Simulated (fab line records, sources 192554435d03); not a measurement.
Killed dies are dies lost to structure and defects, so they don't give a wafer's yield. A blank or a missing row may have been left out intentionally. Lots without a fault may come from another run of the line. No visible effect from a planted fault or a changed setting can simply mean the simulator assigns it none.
fab line records -- flow n5-finfet
[record] lots = 7, wafers = 21, last-day = 17
route steps=1938 shown DUMMY_GATE@236 SPACER0@261 SD_EPI_N@272 BEOL_M4@1111 PASSIVATION@1936
lots that met no fault: from a run of the same line without faults
start-h: start of the lot's first displayed wafer, in hours after the record's first day -- wait-h: time in hours since the lot's previous step -- " identical to the entry in the row above -- L1.1+2: a single row standing in for several wafers -- - no value present, or no start provided -- * or withheld: withheld -- < > ~ a bound
route shown NAME@n: names a module that has steps shown in the file, with the first one's number in the route -- usual: mean and standard deviation over wafers with no fault -- same: alike in all rows -- chamber/n: place in a boat -- sites: readings site by site -- _std_site: their standard deviation -- _edge_site: outer sites' mean less inner sites' -- radius-mm: how far each site lies from the wafer's centre -- mask NAME#n: copy n -- behind: the last tool/chamber to shape the wafer -- hold: why the lot was held/for how many hours/how that ended -- device: the n, p or np transistor that did not switch -- end of line: tests run on the same wafers once the route is complete -- a step without rows: its recipe alone -- killed: the dies lost at the first sort to structure and to defects; this is not the yield of the wafer -- map: a wafer's dies, marking killed ones x, the rest . and places with no die _
set.NAME: the setting the step ran with; set.NAME@STEP: the setting that earlier step ran with -- model.NAME: the simulator's own value behind a step, which no gauge read
one table for each step of the route and one row for each wafer, over a sample of lots
services: a tool's chamber out of use, with start hour (start-h, from the record's first day; less than 0 if before it), hours out, and reason
[[steps]]
[step N5_DUMMY_GATE_ETCH_36]
[recipe] chemistry = CF4, target = SiARC, target-depth-a = 130, pressure-mtorr = 40, source-w = 545, bias-w = 36, Ar_flow_sccm = 100, cf4-flow-sccm = 100, ion-energy-ev = 80
[usual] bias-w = 36.00/0.11, chamber-pressure-mTorr = 40.00/0.036, drypump-motor-current-A = 5.6/0.32, oes-product-au = 0.78/0.086, rf-vpp-V = 183.9/1.1, showerhead-plenum-p-Torr = 2.14/0.067, throttle-valve-pct = 15.57/0.24
lot.wafer,tool,chamber,start-h,wait-h,bias-w,chamber-pressure-mTorr,drypump-motor-current-A,oes-product-au,rf-hours-counter-h,rf-vpp-V,showerhead-plenum-p-Torr,throttle-valve-pct
L690.1,rie-diel-01,1,67.56,0.0,35.77,39.99,5.8,0.75,179,183.9,2.14,15.94
L690.3,rie-diel-01,0,67.56,0.0,36.09,40.01,5.9,0.90,29,184.2,2.18,15.15
L690.4,rie-diel-01,3,67.56,0.0,36.17,40.01,5.3,0.70,210,183.8,2.12,15.63
L691.1,rie-diel-02,2,74.83,0.0,36.17,40.01,6.0,0.78,125,183.9,2.07,15.49
L691.2,rie-diel-02,0,74.83,0.0,35.75,40.02,5.8,0.74,182,183.5,2.21,15.68
L691.5,rie-diel-02,1,74.83,0.0,35.94,39.95,5.7,0.69,-,183.5,2.03,15.78
L693.1,rie-diel-01,2,83.14,0.0,35.96,39.93,5.3,0.94,13,184.9,2.11,15.13
L693.2,rie-diel-01,0,83.14,0.0,35.88,40.05,5.9,0.88,34,184.5,2.18,15.18
L693.4,rie-diel-01,3,83.14,0.0,35.93,40.02,5.3,0.69,215,182.1,2.12,15.68
L694.1,rie-diel-01,3,91.16,0.0,36.10,40.04,5.3,0.69,217,183.6,2.12,15.67
L694.3,rie-diel-01,0,91.16,0.0,35.95,39.92,5.9,0.88,36,183.6,2.18,15.17
L694.6,rie-diel-01,0,91.16,0.0,36.01,40.02,5.8,0.89,-,185.9,2.18,15.19
L697.1,rie-diel-04,2,107.79,0.0,35.99,39.99,5.5,0.79,147,183.6,2.23,15.59
L697.3,rie-diel-04,0,107.79,0.0,35.97,39.98,5.0,0.75,179,185.5,2.22,15.67
L697.6,rie-diel-04,2,107.79,0.0,35.97,40.05,5.5,0.79,-,185.9,2.23,15.58
L705.1,rie-diel-02,0,156.79,0.0,36.16,40.00,5.8,0.72,210,185.5,2.20,15.75
L705.3,rie-diel-02,2,156.79,0.0,35.87,39.98,6.0,0.75,155,182.4,2.06,15.54
L705.4,rie-diel-02,3,156.79,0.0,35.92,39.96,5.9,0.71,207,184.6,2.20,15.69
L707.1,rie-diel-01,2,167.59,0.0,35.71,39.99,5.3,0.87,39,181.7,2.10,15.18
L707.2,rie-diel-01,1,167.59,0.0,35.96,40.03,5.7,0.73,209,183.2,2.13,15.99
L707.6,rie-diel-01,1,167.59,0.0,36.04,40.02,5.7,0.73,-,183.6,2.13,16.01
[step N5_DUMMY_GATE_STRIP_41]
[recipe] chemistry = O2, power-w = 400, temp-c = 40, pressure-mtorr = 30, rf-frequency-hz = 6e+07, bias-power-w = 0, overash-fraction = 0.3, o2-flow-sccm = 225
[usual] chamber-pressure-mTorr = 30.005/0.027, drypump-motor-current-A = 5.5/0.32, oes-product-au = 0.77/0.082, rf-vpp-V = 3.6/0.51, showerhead-plenum-p-Torr = 2.09/0.069, throttle-valve-pct = 16.61/0.26
lot.wafer,tool,chamber,start-h,wait-h,chamber-pressure-mTorr,drypump-motor-current-A,oes-product-au,rf-hours-counter-h,rf-vpp-V,showerhead-plenum-p-Torr,throttle-valve-pct
L690.1,rie-diel-02,1,67.92,0.0,30.056,5.7,0.69,243,4.5,1.98,16.80
L690.3,rie-diel-02,3,67.92,0.0,29.958,5.9,0.74,180,3.8,2.17,16.74
L690.4,rie-diel-02,2,67.92,0.0,29.945,6.0,0.77,124,3.4,2.01,16.53
L691.1,rie-diel-02,0,75.27,0.0,30.008,5.8,0.74,182,4.0,2.17,16.73
L691.2,rie-diel-02,2,75.27,0.0,29.980,6.0,0.77,126,3.2,2.01,16.50
L691.5,rie-diel-02,2,75.27,0.0,29.966,6.0,0.78,-,3.5,2.01,16.53
L693.1,rie-diel-04,1,83.50,0.0,30.028,5.2,0.89,37,3.1,2.04,16.66
L693.2,rie-diel-04,3,83.50,0.0,30.025,5.2,0.68,231,3.4,1.98,16.63
L693.4,rie-diel-04,0,83.50,0.0,29.976,4.9,0.74,171,3.2,2.18,16.69
L694.1,rie-diel-04,1,91.54,0.0,29.957,5.2,0.89,39,4.0,2.04,16.67
L694.3,rie-diel-04,0,91.54,0.0,29.997,5.0,0.74,173,4.5,2.18,16.69
L694.6,rie-diel-04,0,91.54,0.0,29.998,4.9,0.74,-,3.9,2.18,16.69
L697.1,rie-diel-01,1,108.16,0.0,30.013,5.8,0.74,188,4.0,2.09,17.03
L697.3,rie-diel-01,2,108.16,0.0,30.022,5.3,0.91,17,3.5,2.05,16.13
L697.6,rie-diel-01,2,108.16,0.0,30.022,5.4,0.91,-,4.4,2.05,16.14
L705.1,rie-diel-04,3,157.26,0.0,29.986,5.2,0.67,246,3.1,1.98,16.67
L705.3,rie-diel-04,2,157.26,0.0,30.003,5.4,0.77,153,3.5,2.19,16.67
L705.4,rie-diel-04,1,157.26,0.0,30.005,5.2,0.88,51,3.2,2.04,16.69
L707.1,rie-diel-01,2,168.13,0.0,30.011,5.3,0.86,39,3.0,2.05,16.20
L707.2,rie-diel-01,3,168.13,0.0,30.043,5.3,0.66,245,4.3,2.07,16.79
L707.6,rie-diel-01,2,168.13,0.0,30.046,5.3,0.87,-,3.2,2.04,16.18
[step N5_DUMMY_GATE_ETCH_42]
[recipe] chemistry = CHF3/O2, target = SiO2, target-depth-a = 35, time-s = 31, ion-energy-ev = 30, bias-w = 12, pressure-mtorr = 30, source-w = 600, Ar_flow_sccm = 200, CHF3_flow_sccm = 50, O2_flow_sccm = 5
[usual] O2_flow_sccm = 4.999/0.014, bias-w = 12.00/0.04, chamber-pressure-mTorr = 30.00/0.034, drypump-motor-current-A = 5.5/0.35, oes-product-au = 0.78/0.093, rf-vpp-V = 42.5/0.79, showerhead-plenum-p-Torr = 2.42/0.088, throttle-valve-pct = 18.75/0.19
lot.wafer,tool,chamber,start-h,wait-h,O2_flow_sccm,bias-w,chamber-pressure-mTorr,drypump-motor-current-A,oes-product-au,rf-hours-counter-h,rf-vpp-V,showerhead-plenum-p-Torr,throttle-valve-pct
L690.1,rie-diel-01,3,68.37,0.0,5.011,12.03,30.04,5.3,0.70,210,43.4,2.39,18.80
L690.3,rie-diel-01,0,68.37,0.0,5.007,11.98,29.96,6.0,0.89,30,42.4,2.45,18.32
L690.4,rie-diel-01,2,68.37,0.0,4.998,11.97,30.01,5.3,0.93,9,43.7,2.38,18.32
L691.1,rie-diel-04,2,75.72,0.0,5.008,11.98,30.02,5.5,0.79,137,42.3,2.51,18.69
L691.2,rie-diel-04,1,75.72,0.0,4.970,11.95,30.05,5.2,0.92,35,42.6,2.36,18.85
L691.5,rie-diel-04,1,75.72,0.0,4.984,11.96,30.07,5.3,0.91,-,41.8,2.36,18.87
L693.1,rie-diel-02,1,83.95,0.0,4.974,12.06,29.97,5.7,0.68,247,42.6,2.29,18.92
L693.2,rie-diel-02,0,83.95,0.0,4.977,12.03,30.00,5.8,0.73,184,43.1,2.50,18.90
L693.4,rie-diel-02,3,83.95,0.0,5.005,11.98,29.96,5.9,0.73,184,41.7,2.49,18.84
L694.1,rie-diel-02,3,91.98,0.0,5.000,12.03,29.97,5.9,0.73,185,41.8,2.49,18.84
L694.3,rie-diel-02,0,91.98,0.0,4.984,11.98,30.00,5.8,0.73,185,43.2,2.50,18.90
L694.6,rie-diel-02,0,91.98,0.0,4.985,12.01,29.98,5.8,0.72,-,41.4,2.50,18.92
L697.1,rie-diel-04,2,108.72,0.2,4.976,11.96,30.01,5.5,0.78,147,41.3,2.51,18.71
L697.3,rie-diel-04,1,108.72,0.2,5.001,11.98,30.02,5.2,0.89,44,43.1,2.36,18.86
L697.6,rie-diel-04,3,108.72,0.2,5.006,12.03,29.95,5.2,0.68,-,41.8,2.28,18.72
L705.1,rie-diel-02,1,157.76,0.1,5.012,12.04,29.96,5.7,0.97,9,43.8,2.57,18.58
L705.3,rie-diel-02,0,157.76,0.1,4.983,12.05,30.00,5.8,0.71,211,40.6,2.49,18.94
L705.4,rie-diel-02,2,157.76,0.1,4.994,12.02,29.95,6.0,0.74,156,42.6,2.32,18.76
L707.1,rie-diel-04,2,168.57,0.0,4.972,12.04,30.04,5.4,0.77,157,42.0,2.50,18.74
L707.2,rie-diel-04,0,168.57,0.0,4.994,12.00,29.99,5.0,0.74,189,41.4,2.48,18.75
L707.6,rie-diel-04,0,168.57,0.0,5.003,12.01,30.02,4.9,0.73,-,43.0,2.48,18.75
[step N5_DUMMY_GATE_PRECLEAN_33]
[recipe] chemistry = dHF, time-s = 10, dilution = 750:1, temp-c = 25
lot.wafer,tool,chamber,start-h,wait-h
L690.1+3+4,wet-bench-03,"4,5,3",68.50,0.1
L691.1+2+5,wet-bench-03,"2,0,4",75.85,0.1
L693.1+2+4,wet-bench-03,"3,7,5",84.08,0.1
L694.1+3+6,wet-bench-03,"1,2,6",92.11,0.1
L697.1+3+6,wet-bench-06,"7,0,1",108.85,0.1
L705.1+3+4,wet-bench-06,"7,6,0",157.91,0.1
L707.1+2+6,wet-bench-01,"2,1,0",168.70,0.1
[step N5_DUMMY_GATE_INSPECT_27]
[recipe] inspect-instrument = brightfield, mode = aei
[usual] raw-defect-count = 306/74
lot.wafer,tool,chamber,start-h,wait-h,raw-defect-count
L690.1,defect-inspect-02,-,68.61,0.0,442
L690.3,defect-inspect-02,-,68.61,0.0,305
L690.4,defect-inspect-02,-,68.61,0.0,388
L691.1,defect-inspect-01,-,75.95,0.0,255
L691.2,defect-inspect-01,-,75.95,0.0,210
L691.5,defect-inspect-01,-,75.95,0.0,374
L693.1,defect-inspect-02,-,84.19,0.0,1242
L693.2,defect-inspect-02,-,84.19,0.0,1373
L693.4,defect-inspect-02,-,84.19,0.0,1224
L694.1,defect-inspect-02,-,92.22,0.0,1228
L694.3,defect-inspect-02,-,92.22,0.0,1329
L694.6,defect-inspect-02,-,92.22,0.0,1328
L697.1,defect-inspect-01,-,108.95,0.0,320
L697.3,defect-inspect-01,-,108.95,0.0,398
L697.6,defect-inspect-01,-,108.95,0.0,275
L705.1,defect-inspect-01,-,158.02,0.0,329
L705.3,defect-inspect-01,-,158.02,0.0,327
L705.4,defect-inspect-01,-,158.02,0.0,382
L707.1,defect-inspect-02,-,168.81,0.0,290
L707.2,defect-inspect-02,-,168.81,0.0,349
L707.6,defect-inspect-02,-,168.81,0.0,292
[step N5_SPACER0_INSPECT_04]
[recipe] inspect-instrument = darkfield, mode = post-dep
[usual] raw-defect-count = 143/34
lot.wafer,tool,chamber,start-h,wait-h,raw-defect-count
L690.1,defect-inspect-01,-,69.21,0.1,183
L690.3,defect-inspect-01,-,69.21,0.1,143
L690.4,defect-inspect-01,-,69.21,0.1,161
L691.1,defect-inspect-01,-,77.43,0.1,110
L691.2,defect-inspect-01,-,77.43,0.1,122
L691.5,defect-inspect-01,-,77.43,0.1,202
L693.1,defect-inspect-02,-,84.79,0.1,1112
L693.2,defect-inspect-02,-,84.79,0.1,1136
L693.4,defect-inspect-02,-,84.79,0.1,1127
L694.1,defect-inspect-02,-,93.74,0.1,1083
L694.3,defect-inspect-02,-,93.74,0.1,1212
L694.6,defect-inspect-02,-,93.74,0.1,1167
L697.1,defect-inspect-02,-,109.56,0.1,192
L697.3,defect-inspect-02,-,109.56,0.1,208
L697.6,defect-inspect-02,-,109.56,0.1,127
L705.1,defect-inspect-02,-,158.62,0.1,128
L705.3,defect-inspect-02,-,158.62,0.1,150
L705.4,defect-inspect-02,-,158.62,0.1,155
L707.1,defect-inspect-02,-,169.41,0.1,202
L707.2,defect-inspect-02,-,169.41,0.1,234
L707.6,defect-inspect-02,-,169.41,0.1,170
[step N5_SD_EPI_N_INSPECT_11]
[recipe] mode = adi, inspect-instrument = macro
[usual] raw-defect-count = 2.2/1.3
lot.wafer,tool,chamber,start-h,wait-h,raw-defect-count
L690.1,defect-inspect-01,-,69.66,0.0,3
L690.3,defect-inspect-01,-,69.66,0.0,5
L690.4,defect-inspect-01,-,69.66,0.0,2
L691.1,defect-inspect-01,-,77.88,0.0,1
L691.2,defect-inspect-01,-,77.88,0.0,1
L691.5,defect-inspect-01,-,77.88,0.0,1
L693.1,defect-inspect-01,-,85.25,0.0,>300
L693.2,defect-inspect-01,-,85.25,0.0,>300
L693.4,defect-inspect-01,-,85.25,0.0,>300
L694.1,defect-inspect-02,-,94.19,0.0,>300
L694.3,defect-inspect-02,-,94.19,0.0,>300
L694.6,defect-inspect-02,-,94.19,0.0,>300
L697.1,defect-inspect-01,-,109.88,0.0,2
L697.3,defect-inspect-01,-,109.88,0.0,0
L697.6,defect-inspect-01,-,109.88,0.0,1
L705.1,defect-inspect-02,-,158.95,0.0,1
L705.3,defect-inspect-02,-,158.95,0.0,1
L705.4,defect-inspect-02,-,158.95,0.0,5
L707.1,defect-inspect-02,-,169.87,0.0,1
L707.2,defect-inspect-02,-,169.87,0.0,1
L707.6,defect-inspect-02,-,169.87,0.0,3
[step N5_SD_EPI_N_INSPECT_26]
[recipe] inspect-instrument = darkfield, mode = post-epi
[usual] raw-defect-count = 220/46
lot.wafer,tool,chamber,start-h,wait-h,raw-defect-count
L690.1,defect-inspect-02,-,75.37,0.1,264
L690.3,defect-inspect-02,-,75.37,0.1,270
L690.4,defect-inspect-02,-,75.37,0.1,252
L691.1,defect-inspect-01,-,84.92,0.2,183
L691.2,defect-inspect-01,-,84.92,0.2,177
L691.5,defect-inspect-01,-,84.92,0.2,300
L693.1,defect-inspect-02,-,92.38,0.1,1143
L693.2,defect-inspect-02,-,92.38,0.1,1190
L693.4,defect-inspect-02,-,92.38,0.1,1161
L694.1,defect-inspect-01,-,99.05,0.1,1157
L694.3,defect-inspect-01,-,99.05,0.1,1271
L694.6,defect-inspect-01,-,99.05,0.1,1294
L697.1,defect-inspect-02,-,113.86,0.1,293
L697.3,defect-inspect-02,-,113.86,0.1,269
L697.6,defect-inspect-02,-,113.86,0.1,211
L705.1,defect-inspect-01,-,163.63,0.1,169
L705.3,defect-inspect-01,-,163.63,0.1,211
L705.4,defect-inspect-01,-,163.63,0.1,253
L707.1,defect-inspect-01,-,174.75,0.1,261
L707.2,defect-inspect-01,-,174.75,0.1,290
L707.6,defect-inspect-01,-,174.75,0.1,257
[step N5_BEOL_M4_RC_MEAS_101]
[usual] DIBL_N = 35.9/1.3, DIBL_P = 36.3/1.5, IOFF_N = 0.153/0.023, IOFF_P = 0.208/0.028, ION_N = 672/9.7, ION_P = 462/6.6, SS_N = 71.5/0.53, SS_P = 73.3/0.59, VT_N = 250.4/2.7, VT_P = -250.5/3
lot.wafer,tool,chamber,start-h,wait-h,DIBL_N[mV/V],DIBL_P[mV/V],IOFF_N[nA/um],IOFF_P[nA/um],ION_N[uA/um],ION_P[uA/um],SS_N[mV/dec],SS_P[mV/dec],VT_N[mV],VT_P[mV]
L690.1,prober-01,0,200.32,0.0,37.3,37.6,0.186,0.275,672,470,72.6,73.6,245.2,-245.2
L690.3,prober-01,0,200.32,0.0,35.1,34.8,0.148,0.214,670,469,71.1,72.8,250.7,-248.0
L690.4,prober-01,0,200.32,0.0,38.7,39.2,0.218,0.307,690,478,73.0,73.3,246.7,-243.2
L691.1,prober-02,0,203.83,0.0,35.4,35.4,0.143,0.196,674,466,71.4,72.8,250.7,-251.0
L691.2,prober-02,0,203.83,0.0,35.8,35.4,0.147,0.200,677,456,70.9,72.8,249.8,-250.4
L691.5,prober-02,0,203.83,0.0,35.4,35.4,0.144,0.190,669,460,71.3,72.3,251.7,-251.9
L693.1,prober-01,0,223.00,0.0,36.8,37.2,0.170,0.235,681,470,72.2,73.8,248.3,-249.1
L693.2,prober-01,0,223.00,0.0,36.9,35.8,0.168,0.222,685,469,70.7,73.4,248.3,-250.4
L693.4,prober-01,0,223.00,0.0,35.7,35.7,0.149,0.217,671,467,71.8,73.9,252.0,-249.9
L694.1,prober-01,0,225.15,0.0,37.4,38.0,0.171,0.221,674,466,72.1,74.5,248.5,-248.4
L694.3,prober-01,0,225.15,0.0,37.9,38.7,0.185,0.240,677,466,70.7,74.4,249.1,-250.1
L694.6,prober-01,0,225.15,0.0,38.0,39.7,0.196,0.259,682,477,72.0,74.4,246.2,-249.4
L697.1,prober-01,0,236.63,0.0,35.1,34.6,0.125,0.201,666,466,70.8,72.6,253.6,-245.9
L697.3,prober-01,0,236.63,0.0,35.7,35.3,0.141,0.216,670,462,71.6,73.7,248.8,-247.0
L697.6,prober-01,0,236.63,0.0,35.5,34.3,0.130,0.203,668,463,71.7,73.0,253.1,-245.9
L705.1,prober-02,0,304.84,0.0,34.6,34.6,0.142,0.180,679,461,70.4,72.8,248.7,-251.5
L705.3,prober-02,0,304.84,0.0,36.1,35.9,0.158,0.198,679,460,71.5,73.5,250.2,-250.3
L705.4,prober-02,0,304.84,0.0,35.8,36.2,0.146,0.207,666,456,71.8,73.4,252.1,-248.1
L707.1,prober-01,0,309.20,0.0,35.8,38.0,0.168,0.216,673,462,71.5,73.4,249.3,-252.6
L707.2,prober-01,0,309.20,0.0,32.8,34.6,0.121,0.176,669,460,71.3,72.8,251.3,-253.5
L707.6,prober-01,0,309.20,0.0,34.9,37.1,0.152,0.203,685,474,71.5,73.5,252.4,-249.4
[step N5_PASSIVATION_PROBE_49]
[usual] defect-limited-yield = 91.1/1.5, killed_at_M0_to_M3 = 35/9.5, killed_at_M4_up = 13/5.2, killed-at-contacts = 12/6.1, killed-at-front-end = 41/14, killed-at-other = 3.8/2.9, killed-dies = 105/17, killed-on-rim = 13/4.1, killed-open = 70/13, killed-short = 33/8.4, sort_bin_5_function = 5.1/0.97, sort_bin_6_memory = 3.4/0.69, sort-n-pass = 1075/17, sort-yield-pct = 91.1/1.5
[same] gross-dies = 1180, killed-at-back-side = 0, sort_bin_4_leakage[%] = 0, sort_bin_8_speed[%] = 0
lot.wafer,tool,chamber,start-h,wait-h,defect-limited-yield[%],killed_at_M0_to_M3,killed_at_M4_up,killed-at-contacts,killed-at-front-end,killed-at-other,killed-dies,killed-on-rim,killed-open,killed-short,sort_bin_5_function[%],sort_bin_6_memory[%],sort-n-pass,sort-yield-pct[%]
L690.1,prober-01,-,302.81,0.3,89.3,51,17,10,45,3,126,15,96,30,6.3,4.1,1054,89.3
L690.3,prober-01,-,302.91,0.4,90.3,54,14,6,37,3,114,12,75,36,5.7,3.7,1066,90.3
L690.4,prober-01,-,302.96,0.5,89.7,28,12,17,61,3,121,21,81,40,5.4,4.5,1059,89.7
L691.1,prober-01,-,316.04,0.0,92.6,28,17,2,35,5,87,13,52,34,4.1,3.1,1093,92.6
L691.2,prober-01,-,316.09,0.1,91.4,39,12,13,28,10,102,11,71,29,5.2,3.2,1078,91.4
L691.5,prober-01,-,316.24,0.2,89.7,41,17,14,34,15,121,18,79,40,6.1,3.4,1059,89.7
L694.1,prober-01,-,332.17,0.0,83.8,39,10,9,126,7,191,29,60,30,9.1,3.6,989,83.8
L694.3,prober-01,-,332.27,0.1,81.3,28,15,7,169,2,221,20,54,16,10.4,5.4,959,81.3
L694.6,prober-01,-,332.42,0.3,81.9,40,10,4,154,5,213,8,47,24,11.2,3.7,967,81.9
L693.1,prober-01,-,333.51,0.0,82.5,43,10,10,143,0,206,30,74,27,9.5,4.2,974,82.5
L693.2,prober-01,-,333.56,0.1,84.7,29,16,24,110,1,180,28,73,29,8.8,4.1,1000,84.7
L693.4,prober-01,-,333.66,0.2,80.8,24,11,11,180,0,226,15,58,24,12.4,3.5,954,80.8
L697.1,prober-02,-,337.64,0.0,91.7,31,7,10,46,4,98,9,64,34,4.8,3.1,1082,91.7
L697.3,prober-02,-,337.74,0.1,91.4,56,7,7,31,1,102,8,69,33,4.3,3.6,1078,91.4
L697.6,prober-02,-,337.89,0.3,93.2,35,10,7,27,1,80,12,58,21,4.2,2.2,1100,93.2
// killed by level:class
L690.1 FIN_SAQP:geometric-particle:open=14 BEOL_M4:geometric-particle:open=13 DUMMY_GATE:geometric-particle:open=11 BEOL_M3:geometric-particle:open=10 MOL_CONTACT_COAG:geometric-particle:open=8 BEOL_M2:geometric-particle:open=8 STI_FIN_REVEAL:geometric-particle:open=7 BEOL_M0_SAQP:geometric-particle:open=6
L690.3 BEOL_M1:geometric-particle:open=17 BEOL_M0_SAQP:geometric-particle:short=9 BEOL_M0_SAQP:geometric-particle:open=9 DUMMY_GATE:geometric-particle:open=8 BEOL_M2:geometric-particle:open=7 FIN_SAQP:geometric-particle:open=6 BEOL_M4:geometric-particle:open=5 FIN_SAQP:geometric-particle:short=4
L690.4 DUMMY_GATE:geometric-particle:open=19 STI_FIN_REVEAL:geometric-particle:open=12 MOL_CONTACT_COAG:geometric-particle:open=11 FIN_SAQP:geometric-particle:open=10 BEOL_M0_SAQP:geometric-particle:open=10 BEOL_M0_SAQP:geometric-particle:short=7 MOL_CONTACT_COAG:geometric-particle:short=6 BEOL_M4:geometric-particle:open=6
L691.1 FIN_SAQP:geometric-particle:open=12 FIN_SAQP:geometric-particle:short=9 BEOL_M4:geometric-particle:open=7 BEOL_M1:geometric-particle:open=6 BEOL_M0_SAQP:geometric-particle:short=5 BEOL_M3:geometric-particle:short=5 BEOL_M3:geometric-particle:open=5 BEOL_M4:geometric-particle:short=4
L691.2 MOL_CONTACT_COAG:geometric-particle:open=11 FIN_SAQP:geometric-particle:open=8 BEOL_M0_SAQP:geometric-particle:open=8 BEOL_M3:geometric-particle:open=7 STI_FIN_REVEAL:geometric-particle:open=5 BEOL_M4:geometric-particle:open=5 STARTING-WAFER:geometric-particle:open=5 DUMMY_GATE:geometric-particle:open=4
L691.5 BEOL_M1:geometric-particle:open=13 FIN_SAQP:geometric-particle:open=9 MOL_CONTACT_COAG:geometric-particle:open=9 MIM_TOP:geometric-particle:short=7 DUMMY_GATE:geometric-particle:open=6 BEOL_M2:geometric-particle:open=6 STI_FIN_REVEAL:geometric-particle:open=5 MOL_CONTACT_COAG:geometric-particle:short=5
L694.1 DUMMY_GATE:unspecified=99 BEOL_M0_SAQP:geometric-particle:short=14 BEOL_M0_SAQP:geometric-particle:open=10 MOL_CONTACT_COAG:geometric-particle:open=9 STI_FIN_REVEAL:geometric-particle:open=7 BEOL_M1:geometric-particle:open=6 GATE_CUT:geometric-particle:short=5 BEOL_M5:geometric-particle:open=5
L694.3 DUMMY_GATE:unspecified=151 BEOL_M0_SAQP:geometric-particle:open=11 MOL_CONTACT_COAG:geometric-particle:open=7 BEOL_M0_SAQP:geometric-particle:short=7 BEOL_M2:geometric-particle:open=6 FIN_SAQP:geometric-particle:open=5 BEOL_M4:geometric-particle:open=5 BEOL_M3:geometric-particle:open=4
L694.6 DUMMY_GATE:unspecified=140 BEOL_M0_SAQP:geometric-particle:open=15 BEOL_M0_SAQP:geometric-particle:short=11 STI_FIN_REVEAL:geometric-particle:open=5 BEOL_M2:geometric-particle:open=5 BEOL_M5:geometric-particle:open=5 MOL_CONTACT_COAG:geometric-particle:open=3 BEOL_M3:geometric-particle:short=3
L693.1 DUMMY_GATE:unspecified=105 BEOL_M1:geometric-particle:open=15 STI_FIN_REVEAL:geometric-particle:open=13 BEOL_M2:geometric-particle:open=13 FIN_SAQP:geometric-particle:open=8 MOL_CONTACT_COAG:geometric-particle:open=8 BEOL_M0_SAQP:geometric-particle:open=4 FIN_SAQP:geometric-particle:short=3
L693.2 DUMMY_GATE:unspecified=78 MOL_CONTACT_COAG:geometric-particle:open=18 BEOL_M2:geometric-particle:open=9 BEOL_M5:geometric-particle:open=8 FIN_SAQP:geometric-particle:short=6 GATE_CUT:geometric-particle:short=6 MOL_CONTACT_COAG:geometric-particle:short=6 BEOL_M1:geometric-particle:open=5
L693.4 DUMMY_GATE:unspecified=144 STI_FIN_REVEAL:geometric-particle:open=12 MOL_CONTACT_COAG:geometric-particle:open=10 FIN_SAQP:geometric-particle:open=7 FIN_SAQP:geometric-particle:short=4 BEOL_M0_SAQP:geometric-particle:short=4 BEOL_M2:geometric-particle:open=4 BEOL_M3:geometric-particle:open=4
L697.1 FIN_SAQP:geometric-particle:short=12 FIN_SAQP:geometric-particle:open=10 BEOL_M3:geometric-particle:open=9 STI_FIN_REVEAL:geometric-particle:open=6 BEOL_M1:geometric-particle:open=6 MOL_CONTACT_COAG:geometric-particle:open=5 MOL_CONTACT_COAG:geometric-particle:short=5 BEOL_M2:geometric-particle:open=5
L697.3 BEOL_M0_SAQP:geometric-particle:open=13 BEOL_M2:geometric-particle:open=13 BEOL_M0_SAQP:geometric-particle:short=10 STI_FIN_REVEAL:geometric-particle:open=8 MOL_CONTACT_COAG:geometric-particle:open=7 FIN_SAQP:geometric-particle:short=5 STI_FIN_REVEAL:geometric-particle:short=5 BEOL_M0:geometric-particle:open=5
L697.6 BEOL_M2:geometric-particle:open=14 STI_FIN_REVEAL:geometric-particle:open=9 BEOL_M0_SAQP:geometric-particle:open=7 MOL_CONTACT_COAG:geometric-particle:open=7 FIN_SAQP:geometric-particle:short=4 BEOL_M0:geometric-particle:short=4 FIN_SAQP:geometric-particle:open=3 DUMMY_GATE:geometric-particle:open=3
[[services]]
tool,chamber,start-h,hours,kind
rie-diel-04,0,49.89,8.4,repair
rie-diel-02,1,50.78,2.9,repair
wet-bench-06,-,73.49,1.9,pm
rie-diel-01,1,93.05,9.4,repair
rie-diel-02,-,94.98,2.8,pm
rie-diel-02,3,98.87,7.9,repair
rie-diel-02,1,122.31,-,clean
rie-diel-02,1,122.31,-,consumable-replace:focus-ring
rie-diel-02,1,122.31,-,consumable-replace:showerhead
rie-diel-02,1,122.31,15.9,scheduled-down
rie-diel-02,1,122.31,15.9,vent-cycle
rie-diel-04,-,128.58,28.1,pm
[[key]]
[first-sign] step = N5_DUMMY_GATE_INSPECT_27, reading = raw-defect-count, direction = up, sigmas = 13, usual = 306, struck = 1287
[effect] step = N5_SPACER0_INSPECT_04, reading = raw-defect-count, direction = up, sigmas = 29, usual = 143, struck = 1140
[effect] step = N5_SD_EPI_N_INSPECT_11, reading = raw-defect-count, direction = up, sigmas = 99+, usual = 2.2, struck = >300
[effect] step = N5_SD_EPI_N_INSPECT_26, reading = raw-defect-count, direction = up, sigmas = 21, usual = 220, struck = 1203
[effect] step = N5_PASSIVATION_PROBE_49, reading = killed-at-front-end, direction = up, sigmas = 7.8, usual = 41, struck = 147
[more-kills-born-at] N5_DUMMY_GATE_PRECLEAN_33@wet-bench-03 = 717
met-at N5_DUMMY_GATE_PRECLEAN_33
struck-lots L693,L694
not-acting-at N5_DUMMY_GATE_ETCH_36,N5_DUMMY_GATE_STRIP_41,N5_DUMMY_GATE_ETCH_42
onset-between 75.85 84.08
[fault] kind = chamber-particle-source, tool = wet-bench-03, chamber = -, onset-h = 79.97, steps = N5_DUMMY_GATE_PRECLEAN_33, rate-per-visit-cm2 = 1.5797, end-h = 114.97
